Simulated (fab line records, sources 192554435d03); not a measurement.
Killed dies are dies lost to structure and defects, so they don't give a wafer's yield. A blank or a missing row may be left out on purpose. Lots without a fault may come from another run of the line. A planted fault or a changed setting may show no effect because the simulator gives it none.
One fault seen from 2 desks | flow n5_finfet | each desk has only its own numbers; what lay behind them comes last

THE METROLOGY DESK
What the gauges read, lot by lot, whatever tool the lot ran on: means of the sampled wafers that have a number. A lot is out of limits, marked OUT, if its mean lies more than 4 standard deviations from the usual mean; the brackets give that distance. Of its 36 readings 7 are shown: the one that was out of limits first, and those that lie furthest out on some lot.
Columns: A = ION_P at N5_BEOL_M4_RC_MEAS_101, usual 460 uA/um; B = COMB_M10 at N5_BEOL_M15_RC_MEAS_101, usual 1.47e-11 S/m; C = COMB_M10_max_site at N5_BEOL_M15_RC_MEAS_101, usual 2.1e-11 S/m; D = COMB_M6 at N5_BEOL_M15_RC_MEAS_101, usual 2.5e-11 S/m; E = COMB_M8 at N5_BEOL_M15_RC_MEAS_101, usual 2.6e-11 S/m; F = SERP_M10 at N5_BEOL_M15_RC_MEAS_101, usual 3.12 ohm/um; G = SERP_M8 at N5_BEOL_M15_RC_MEAS_101, usual 14.0 ohm/um
lot  | first seen here | A   | B                  | C                 | D       | E       | F    | G
L392 | day 7 22:47     | 456 | 1.34e-11           | 2.1e-11           | 2.4e-11 | 2.4e-11 | 3.27 | 15.3
L394 | day 8 15:19     | 452 | 1.22e-11           | 1.8e-11           | 2.6e-11 | 2.5e-11 | 3.18 | 14.8
L400 | day 10 06:38    | 444 | 7.68e-11 (+21) OUT | 1.1e-10 (+18) OUT | 2.8e-11 | 2.5e-11 | 3.21 | 13.8
L405 | day 11 03:08    | 457 | 6.02e-11 (+15) OUT | 8.2e-11 (+13) OUT | 2.3e-11 | 3.4e-11 | 2.91 | 14.4
L410 | day 12 16:28    | 465 | 1.36e-11           | 2.0e-11           | 2.6e-11 | 2.3e-11 | 3.14 | 13.9
L411 | day 12 19:54    | 463 | 1.24e-11           | 1.6e-11           | 2.6e-11 | 3.7e-11 | 2.99 | 13.1
L413 | day 13 12:14    | 458 | 1.73e-11           | 2.4e-11           | 3.5e-11 | 2.1e-11 | 3.12 | 14.3
This desk's finding: out of limits on L400, L405; first on L400, day 14 02:52 (COMB_M10 at N5_BEOL_M15_RC_MEAS_101). In limits: L392, L394, L410, L411, L413.

THE TOOL OWNER'S DESK: ald_metal-02
The tool's own readings at N5_BEOL_M10_ALD_74 (deposits TaN, target thk 2 nm, pulse time 2 s, purge time 3 s): means of the sampled wafers that have a number, for each lot that ran on this tool. A lot is out of limits, marked OUT, if its mean lies more than 4 standard deviations from the usual mean; the brackets give that distance.
Columns: A = heater_power_outer_w at N5_BEOL_M10_ALD_74, usual 239 W; B = heater_power_w at N5_BEOL_M10_ALD_74, usual 440 W
lot  | first seen here | A   | B
L392 | day 10 05:33    | 240 | 411
L394 | day 10 12:52    | 238 | 417
L400 | day 12 16:05    | 236 | 408
L405 | day 13 15:28    | 253 | 443
This desk's finding: nothing out of limits on any of the 4 lots.

PUT TOGETHER
The metrology desk could have raised an alarm at day 14 02:52, on L400, L405.
The tool owner's desk saw nothing out of limits.
The tool owner's desk has L400, L405 on record, within its limits.
Of the lots named, all ran N5_BEOL_M10_ALD_74 on ald_metal-02.

WHAT THE SIMULATOR HAD PUT IN
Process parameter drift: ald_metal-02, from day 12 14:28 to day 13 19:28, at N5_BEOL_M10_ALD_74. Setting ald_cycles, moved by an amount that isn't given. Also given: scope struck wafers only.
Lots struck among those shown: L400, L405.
Hours from the fault's start to each desk's first reading out of limits: the metrology desk, 36.
